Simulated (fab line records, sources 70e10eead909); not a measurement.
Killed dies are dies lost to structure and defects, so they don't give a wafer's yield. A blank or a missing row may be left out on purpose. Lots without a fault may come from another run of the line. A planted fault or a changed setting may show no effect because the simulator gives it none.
Which tool did it? | flow nand_harc | 6 lots, 18 wafers sampled, at 3 steps of a route of 1159

WHAT THE GAUGES READ, wafer by wafer
NHARC_END_SORT_01.
lot  | measured     | on        | killed_short
L783 | day 22 02:30 | prober-02 | 0 2 2
L789 | day 24 06:10 | prober-01 | 2 1 3
L791 | day 24 17:58 | prober-02 | 1 1 2

WHICH TOOL RAN EACH LOT (tool, then ch and the chambers of the sampled wafers, then the start)
lot  | NHARC_A_M1_ANNEAL_31             | NHARC_A_BONDPAD_CMP_29
L773 | rtp_anneal-02 ch 0, day 17 23:35 | cmp-03 ch 1,2, day 18 01:31
L778 | rtp_anneal-02, day 19 07:10      | cmp-04 ch 1,2,3, day 19 09:10
L783 | rtp_anneal-01 ch 0, day 20 15:51 | cmp-04 ch 0,2,3, day 20 17:48
L786 | rtp_anneal-02 ch 0, day 21 21:20 | cmp-04 ch 2,3, day 21 23:16
L789 | rtp_anneal-02 ch 0, day 22 12:28 | cmp-04 ch 0,1,2, day 22 15:29
L791 | rtp_anneal-02 ch 0, day 23 06:30 | cmp-03 ch 0,3, day 23 08:18
- NHARC_A_M1_ANNEAL_31: time 90 s.
- NHARC_A_BONDPAD_CMP_29: polishes SiCN, target thk 200 nm.

THE ANSWER, worked out from the rows above alone
Rule: what is usual is taken from the lots themselves. Put in order of their means at a reading, lots are off if they are a third of the lots or fewer, leave a main group of 4 or more, and stand apart from it by a gap of 3 or more times the standard deviation of the main group's means; of several such gaps the widest counts. A main group whose means are all the same, to the digits that the tables above print for the reading, isn't used. A lot without any number at a reading at which 4 lots or more have one is off too. The other lots that the step has rows for count as sound.
No lot is off at any reading shown: from this, nothing can be told.

WHAT THE SIMULATOR HAD PUT IN
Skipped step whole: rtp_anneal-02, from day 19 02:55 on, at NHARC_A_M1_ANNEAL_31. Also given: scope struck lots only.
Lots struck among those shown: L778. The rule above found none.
